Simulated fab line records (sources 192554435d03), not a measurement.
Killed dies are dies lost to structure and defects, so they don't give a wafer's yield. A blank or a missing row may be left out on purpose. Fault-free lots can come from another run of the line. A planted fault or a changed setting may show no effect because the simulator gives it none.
Chamber matching :: flow n5-finfet :: N5_MOL_CONTACT_COAG_ALD_27 on ald-sin-03 has 4 sister chambers
The step deposits SiOC, target thk 17 nm, pulse time 1.5 s, time 2720 s. 8 wafers are shown with their chamber, then 8 later ones without.

## WAFERS, EACH WITH ITS CHAMBER
wafer: L080.4
chamber: 3
heater-power-w (W): 886
precursor-pulse-height-rel: 1.012

wafer: L090.3
chamber: 3
heater-power-w (W): 958
precursor-pulse-height-rel: 0.999

wafer: L090.4
chamber: 0
heater-power-w (W): 940
precursor-pulse-height-rel: 1.004

wafer: L090.5
chamber: 1
heater-power-w (W): 854
precursor-pulse-height-rel: 0.958

wafer: L092.1
chamber: 0
heater-power-w (W): 952
precursor-pulse-height-rel: 1.013

wafer: L092.2
chamber: 2
heater-power-w (W): 862
precursor-pulse-height-rel: 0.954

wafer: L092.6
chamber: 2
heater-power-w (W): 872
precursor-pulse-height-rel: 0.999

wafer: L094.1
chamber: 1
heater-power-w (W): 839
precursor-pulse-height-rel: 0.979

## WAFERS WITH NO CHAMBER GIVEN
wafer: L094.2
heater-power-w (W): 943
precursor-pulse-height-rel: 0.980

wafer: L094.5
heater-power-w (W): 967
precursor-pulse-height-rel: 0.993

wafer: L095.2
heater-power-w (W): 970
precursor-pulse-height-rel: 0.993

wafer: L095.5
heater-power-w (W): 954
precursor-pulse-height-rel: 0.999

wafer: L095.6
heater-power-w (W): 954
precursor-pulse-height-rel: 1.009

wafer: L097.2
heater-power-w (W): 967
precursor-pulse-height-rel: 1.028

wafer: L097.3
heater-power-w (W): 829
precursor-pulse-height-rel: 1.020

wafer: L097.6
heater-power-w (W): 947
precursor-pulse-height-rel: 0.985

## WHICH CHAMBER EACH WENT THROUGH
wafer: L094.2
from the rows above: can't be placed: 0 or 3 or 2
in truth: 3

wafer: L094.5
from the rows above: can't be placed: 0 or 3
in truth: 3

wafer: L095.2
from the rows above: can't be placed: 0 or 3
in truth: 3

wafer: L095.5
from the rows above: can't be placed: 0 or 3
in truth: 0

wafer: L095.6
from the rows above: can't be placed: 0 or 3
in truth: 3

wafer: L097.2
from the rows above: can't be placed: 0 or 3
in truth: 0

wafer: L097.3
from the rows above: can't be placed: 2 or 1 or 3 or 0
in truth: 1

wafer: L097.6
from the rows above: can't be placed: 0 or 3 or 2
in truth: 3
Correct placement for 0 of the 8. Unplaceable from these rows: 8, with the true chamber sitting among the candidates in 8. 0 placed wrongly.
How it was worked out, from the rows above alone: a wafer's distance from a chamber is the root of the sum, over the readings, of the square of ((its reading less the chamber's mean) divided by the reading's scatter). The wafer belongs to the nearest chamber; if the next one is less than 2 further off, it can't be placed. Each chamber's mean is taken over the wafers shown for it. The scatter: take each reading less its chamber's mean, square it, sum over the shown wafers, divide by the number of wafers less the number of chambers, and take the root.
